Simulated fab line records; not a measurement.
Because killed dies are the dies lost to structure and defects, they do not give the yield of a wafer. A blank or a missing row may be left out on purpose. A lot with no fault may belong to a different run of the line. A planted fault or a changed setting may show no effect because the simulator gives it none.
Which tool is to blame? -- flow n5_finfet -- 32 wafers from 12 lots sampled at 3 of the route's 1938 steps

WHAT EACH GAUGE READ, for each wafer
N5_BEOL_M11_OCD_MEAS_38. Usual: trench_depth_nm 148 nm, standard deviation 3.9.
lot,measured,on,trench_depth_nm (nm),flag
L894,day 11 20:39,ocd-01,154 152 150,
L898,day 12 12:34,ocd-01,149 155 151,
L897,day 12 12:52,ocd-02,146 144 145,
L900,day 12 17:34,ocd-01,146 144 145,
L893,day 12 17:52,ocd-01,151 151 147,
L901,day 12 19:14,ocd-02,152 156 154,
L903,day 13 11:29,ocd-01,144 148 144,
L909,day 15 18:55,ocd-01,142 145,
L911,day 15 20:30,ocd-02,154 142,
L912,day 16 14:45,ocd-02,145,
L914,day 16 23:17,ocd-02,143 156 146,
L916,day 17 07:17,ocd-02,147 144 152,

EACH LOT AND THE TOOL THAT RAN IT (in order: tool; ch and the chambers of the sampled wafers; start)
lot,N5_BEOL_M11_DESCUM_33,N5_BEOL_M11_STRIP_36
L894,"rie_diel-04 ch 0,2,3, day 11 20:10","rie_diel-04 ch 0,2,3, day 11 20:26"
L898,"rie_diel-04 ch 0,1,2, day 12 12:04","rie_diel-04 ch 0,1,2, day 12 12:20"
L897,"rie_diel-02 ch 1,2,3, day 12 12:22","rie_diel-02 ch 1,2,3, day 12 12:38"
L900,"rie_diel-02 ch 2,3, day 12 17:04","rie_diel-02 ch 2,3, day 12 17:20"
L893,"rie_diel-06 ch 0,3, day 12 17:22","rie_diel-06 ch 0,3, day 12 17:38"
L901,"rie_diel-04 ch 0,1,3, day 12 18:44","rie_diel-04 ch 0,1,3, day 12 19:01"
L903,"rie_diel-06 ch 1,2,3, day 13 11:00","rie_diel-06 ch 1,2,3, day 13 11:16"
L909,"rie_diel-02 ch 1,2, day 15 18:25","rie_diel-02 ch 1,2, day 15 18:41"
L911,"rie_diel-02 ch 0,1, day 15 20:01","rie_diel-02 ch 0,1, day 15 20:17"
L912,"rie_diel-02 ch 3, day 16 14:16","rie_diel-02 ch 3, day 16 14:32"
L914,"rie_diel-02 ch 0,1,2, day 16 22:48","rie_diel-02 ch 0,1,2, day 16 23:04"
L916,"rie_diel-06 ch 0,1,2, day 17 06:47","rie_diel-06 ch 0,1,2, day 17 07:04"
- N5_BEOL_M11_DESCUM_33: chemistry O2, time 7.9 s.
- N5_BEOL_M11_STRIP_36: strips in N2/H2.

WHAT THE TOOLS THEMSELVES READ (means of the sampled wafers that have a number; where no wafer has one, the mark that the record gives instead)
N5_BEOL_M11_DESCUM_33. Usual: drypump_motor_current_A 5.8 A, standard deviation 0.35; oes_product_au 0.82 a.u., standard deviation 0.083; rf_vpp_V 243.8 V, standard deviation 1.3; showerhead_plenum_p_Torr 2.14 Torr, standard deviation 0.069; throttle_valve_pct 20.43 %, standard deviation 0.22.
lot,tool,drypump_motor_current_A (A),oes_product_au (a.u.),rf_vpp_V (V),showerhead_plenum_p_Torr (Torr),throttle_valve_pct (%),flag
L894,rie_diel-04,5.7,0.86,244.0,2.19,20.46,
L898,rie_diel-04,5.8,0.91,244.0,2.17,20.45,
L897,rie_diel-02,5.7,0.82,242.7,2.11,20.51,
L900,rie_diel-02,5.5,0.86,243.7,2.13,20.41,
L893,rie_diel-06,5.8,0.83,243.1,2.10,20.40,
L901,rie_diel-04,5.8,0.92,243.9,2.14,20.28,
L903,rie_diel-06,5.9,0.81,243.9,2.14,20.43,
L909,rie_diel-02,5.6,0.76,243.1,2.09,20.57,
L911,rie_diel-02,6.2,0.81,244.7,2.14,20.41,
L912,rie_diel-02,5.9,0.81,242.9,2.13,20.50,
L914,rie_diel-02,5.9,0.82,244.0,2.13,20.44,
L916,rie_diel-06,5.9,0.79,244.0,2.17,20.28,

N5_BEOL_M11_STRIP_36. Usual: drypump_motor_current_A 5.8 A, standard deviation 0.35; oes_product_au 0.82 a.u., standard deviation 0.084; rf_vpp_V 59.4 V, standard deviation 1.7; showerhead_plenum_p_Torr 2.59 Torr, standard deviation 0.078; throttle_valve_pct 23.7 %, standard deviation 0.31.
lot,tool,drypump_motor_current_A (A),oes_product_au (a.u.),rf_vpp_V (V),showerhead_plenum_p_Torr (Torr),throttle_valve_pct (%),flag
L894,rie_diel-04,5.7,0.85,60.0,2.65,23.7,
L898,rie_diel-04,5.8,0.91,60.5,2.63,23.7,
L897,rie_diel-02,5.7,0.82,59.6,2.56,23.8,
L900,rie_diel-02,5.4,0.86,60.4,2.58,23.7,
L893,rie_diel-06,5.9,0.83,59.9,2.53,23.6,
L901,rie_diel-04,5.8,0.90,59.3,2.60,23.7,
L903,rie_diel-06,5.9,0.80,59.3,2.60,23.8,
L909,rie_diel-02,5.6,0.77,58.5,2.54,24.0,
L911,rie_diel-02,6.2,0.82,59.2,2.60,23.9,
L912,rie_diel-02,5.9,0.81,57.8,2.57,23.7,
L914,rie_diel-02,5.9,0.82,60.4,2.59,23.9,
L916,rie_diel-06,5.9,0.80,59.1,2.62,23.5,

THE ANSWER, worked out from the rows above alone
Rule: a lot counts as off when the mean over its wafers that have a number is more than 3 standard deviations away from the usual mean. Also off: a lot with no number at a reading for which 4 or more lots have one. All remaining lots with rows at the step are treated as sound. The gauges are gone through in route order, then the tools' own readings, and for those a lot's mean is taken as printed above. At the first step where some lot is off, the reading lying furthest off is the one used; lots without a number count as furthest.
Across all readings shown, no lot is off: no conclusion can be drawn from this.

WHAT THE SIMULATOR HAD INSERTED
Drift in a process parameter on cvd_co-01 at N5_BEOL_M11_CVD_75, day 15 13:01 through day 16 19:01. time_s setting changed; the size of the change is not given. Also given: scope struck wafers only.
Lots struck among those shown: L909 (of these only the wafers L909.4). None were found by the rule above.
